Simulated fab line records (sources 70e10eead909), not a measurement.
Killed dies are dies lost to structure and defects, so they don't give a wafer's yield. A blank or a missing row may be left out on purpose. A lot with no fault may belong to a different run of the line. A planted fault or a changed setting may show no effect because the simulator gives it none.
Matching of chambers    flow nand_harc    cmp-01 running NHARC_A_SGD_CUT_CMP_21: 4 sister chambers
The step polishes, target thk 148.19 nm. 8 wafers are shown with their chamber, then 8 later ones without.

WAFERS WITH THEIR CHAMBER
wafer   chamber  time_to_endpoint_s (s)  motor_current_A (A)
L074.3  1        58                      12.3
L076.3  1        55                      12.6
L077.5  3        50                      11.8
L085.1  3        51                      12.3
L085.6  0        48                      13.3
L086.1  0        47                      12.7
L086.6  2        47                      13.0
L087.1  2        50                      13.8

WAFERS WHOSE CHAMBER IS MISSING
wafer   time_to_endpoint_s (s)  motor_current_A (A)
L087.3  57                      12.4
L087.4  57                      12.3
L091.1  55                      12.4
L091.4  49                      12.5
L091.6  49                      11.9
L092.2  45                      12.6
L092.3  55                      12.2
L092.5  46                      12.4

EACH ONE'S CHAMBER
wafer    from the rows above            in truth
L087.3   1                              1
L087.4   1                              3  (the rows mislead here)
L091.1   1                              1
L091.4   can't be placed: 3 or 0 or 2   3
L091.6   can't be placed: 3 or 0        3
L092.2   can't be placed: 0 or 2 or 3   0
L092.3   can't be placed: 1 or 3        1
L092.5   can't be placed: 0 or 2 or 3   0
Placed correctly: 2 of 8. Cannot be placed on the basis of these rows: 5; the candidates contain the true chamber in 5. Placed wrongly: 1.
How it was worked out, from the rows above alone: a wafer's distance from a chamber is the root of the sum, over the readings, of the square of ((its reading less the chamber's mean) divided by the reading's scatter). If the next closest chamber is less than 2 further off than the closest, the wafer can't be placed; otherwise it belongs to the closest. A chamber's mean is the mean of its shown wafers. The scatter: take each reading less its chamber's mean, square it, sum over the shown wafers, divide by the number of wafers less the number of chambers, and take the root.
